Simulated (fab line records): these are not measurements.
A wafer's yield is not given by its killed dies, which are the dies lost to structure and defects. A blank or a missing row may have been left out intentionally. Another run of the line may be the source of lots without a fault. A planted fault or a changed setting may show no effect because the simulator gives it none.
What tool caused it? || flow n5_finfet || 9 lots, 27 wafers sampled, at 3 steps of a route of 1938

## WHAT THE GAUGES SHOWED, per wafer
N5_MOL_CONTACT_COAG_CD_MEAS_40: the cd target is 25.1 nm.
{"lot": "L308", "measured": "day 4 23:47", "on": "cd_sem-01", "cd_nm (nm)": "25.63 24.96 24.95"}
{"lot": "L309", "measured": "day 5 19:04", "on": "cd_sem-03", "cd_nm (nm)": "25.04 25.35 25.00"}
{"lot": "L310", "measured": "day 5 19:07", "on": "cd_sem-03", "cd_nm (nm)": "24.91 24.93 25.39"}
{"lot": "L314", "measured": "day 6 21:52", "on": "cd_sem-02", "cd_nm (nm)": "25.25 25.26 25.12"}
{"lot": "L318", "measured": "day 7 16:04", "on": "cd_sem-02", "cd_nm (nm)": "24.76 24.93 25.02"}
{"lot": "L320", "measured": "day 8 04:59", "on": "cd_sem-03", "cd_nm (nm)": "25.10 24.80 24.78"}
{"lot": "L323", "measured": "day 9 03:22", "on": "cd_sem-03", "cd_nm (nm)": "25.60 25.08 25.21"}
{"lot": "L325", "measured": "day 9 15:31", "on": "cd_sem-03", "cd_nm (nm)": "25.64 25.48 25.29"}
{"lot": "L327", "measured": "day 9 22:08", "on": "cd_sem-03", "cd_nm (nm)": "24.81 24.97 25.61"}

## TOOL THAT RAN EACH LOT (tool first, then ch and the chambers of the sampled wafers, then the start)
{"lot": "L308", "N5_MOL_CONTACT_COAG_ETCH_89": "rie_diel-05 ch 0,1,2, day 4 22:34", "N5_MOL_CONTACT_COAG_COAT_64": "litho_track-04 ch 0, day 4 23:31"}
{"lot": "L309", "N5_MOL_CONTACT_COAG_ETCH_89": "rie_diel-05 ch 0,1,2, day 5 16:53", "N5_MOL_CONTACT_COAG_COAT_64": "litho_track-03 ch 0, day 5 17:47"}
{"lot": "L310", "N5_MOL_CONTACT_COAG_ETCH_89": "rie_diel-05 ch 0,1,3, day 5 17:36", "N5_MOL_CONTACT_COAG_COAT_64": "litho_track-04 ch 0, day 5 18:39"}
{"lot": "L314", "N5_MOL_CONTACT_COAG_ETCH_89": "rie_diel-01 ch 1,3, day 6 20:38", "N5_MOL_CONTACT_COAG_COAT_64": "litho_track-02 ch 0, day 6 21:28"}
{"lot": "L318", "N5_MOL_CONTACT_COAG_ETCH_89": "rie_diel-04 ch 0,2, day 7 14:44", "N5_MOL_CONTACT_COAG_COAT_64": "litho_track-04 ch 0, day 7 15:39"}
{"lot": "L320", "N5_MOL_CONTACT_COAG_ETCH_89": "rie_diel-01 ch 0,2,3, day 8 03:36", "N5_MOL_CONTACT_COAG_COAT_64": "litho_track-04 ch 0, day 8 04:42"}
{"lot": "L323", "N5_MOL_CONTACT_COAG_ETCH_89": "rie_diel-05 ch 1,2,3, day 9 01:58", "N5_MOL_CONTACT_COAG_COAT_64": "litho_track-03 ch 0, day 9 02:58"}
{"lot": "L325", "N5_MOL_CONTACT_COAG_ETCH_89": "rie_diel-04 ch 0,3, day 9 13:53", "N5_MOL_CONTACT_COAG_COAT_64": "litho_track-02 ch 0, day 9 15:14"}
{"lot": "L327", "N5_MOL_CONTACT_COAG_ETCH_89": "rie_diel-04 ch 0,1,3, day 9 21:02", "N5_MOL_CONTACT_COAG_COAT_64": "litho_track-02 ch 0, day 9 21:51"}
- N5_MOL_CONTACT_COAG_ETCH_89: etches underlayer in N2/H2, target depth 13 nm, time 10.4 s.
- N5_MOL_CONTACT_COAG_COAT_64: time 60 s, resist thk 10 nm.

## THE ANSWER, worked out from the rows above alone
Rule: the lots themselves supply what counts as usual. Put in order of their means at a reading, lots are off if they are a third of the lots or fewer, leave a main group of 4 or more, and stand apart from it by a gap of 3 or more times the standard deviation of the main group's means; of several such gaps the widest counts. If all means in a main group match to the digits the tables above print for the reading, that group is not used. A lot without any number at a reading at which 4 lots or more have one is off too. All remaining lots with rows at the step are treated as sound.
Across all readings shown, no lot is off: no conclusion can be drawn from this.

## WHAT THE SIMULATOR PUT IN
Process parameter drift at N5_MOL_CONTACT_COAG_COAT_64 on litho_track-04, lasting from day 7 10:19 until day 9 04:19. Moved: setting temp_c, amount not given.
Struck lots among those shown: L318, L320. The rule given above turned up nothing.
